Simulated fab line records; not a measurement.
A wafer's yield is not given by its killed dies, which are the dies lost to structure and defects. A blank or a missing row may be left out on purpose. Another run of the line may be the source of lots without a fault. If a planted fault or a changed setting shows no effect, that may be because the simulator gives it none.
Matching of chambers / flow n5_finfet / N5_BEOL_M12_CMP_49 on cmp-01: 4 sister chambers
The step polishes, stops on SiOC, t overpolish 20.6 s, target thk 320 nm. 4 wafers are shown with their chamber, then 10 later ones without.

EACH WAFER AND ITS CHAMBER
wafer=L085.2; chamber=3; motor_current_A (A)=5.7
wafer=L085.3; chamber=0; motor_current_A (A)=5.8
wafer=L089.5; chamber=1; motor_current_A (A)=6.2
wafer=L091.5; chamber=2; motor_current_A (A)=5.5

WAFERS WHOSE CHAMBER IS MISSING
wafer=L091.6; motor_current_A (A)=5.9
wafer=L092.1; motor_current_A (A)=5.4
wafer=L092.4; motor_current_A (A)=5.8
wafer=L092.6; motor_current_A (A)=5.5
wafer=L096.2; motor_current_A (A)=6.6
wafer=L096.4; motor_current_A (A)=5.9
wafer=L096.5; motor_current_A (A)=5.9
wafer=L093.3; motor_current_A (A)=6.0
wafer=L093.4; motor_current_A (A)=5.4
wafer=L093.6; motor_current_A (A)=5.3

WHICH CHAMBER EACH WENT THROUGH
wafer=L091.6; from the rows above=can't be placed: 0 or 3 or 1 or 2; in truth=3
wafer=L092.1; from the rows above=can't be placed: 2 or 3 or 0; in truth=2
wafer=L092.4; from the rows above=can't be placed: 0 or 3 or 2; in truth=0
wafer=L092.6; from the rows above=can't be placed: 2 or 3 or 0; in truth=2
wafer=L096.2; from the rows above=1; in truth=1
wafer=L096.4; from the rows above=can't be placed: 0 or 3 or 1 or 2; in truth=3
wafer=L096.5; from the rows above=can't be placed: 0 or 3 or 1 or 2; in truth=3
wafer=L093.3; from the rows above=can't be placed: 0 or 1 or 3 or 2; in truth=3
wafer=L093.4; from the rows above=can't be placed: 2 or 3 or 0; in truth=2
wafer=L093.6; from the rows above=can't be placed: 2 or 3 or 0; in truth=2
1 of 10 placed correctly. Not placeable from these rows: 9 (in 9, the candidates include the true chamber). Placed wrongly: 0.
How it was worked out, from the rows above alone: a wafer's distance from a chamber is the root of the sum, over the readings, of the square of ((its reading less the chamber's mean) divided by the reading's scatter). If the next closest chamber is less than 2 further off than the closest, the wafer can't be placed; otherwise it belongs to the closest. The mean given for a chamber averages the wafers shown for that chamber. The scatter: with one shown wafer a chamber, the root of the mean of the squares of how far each hidden wafer lies from its nearest shown one.
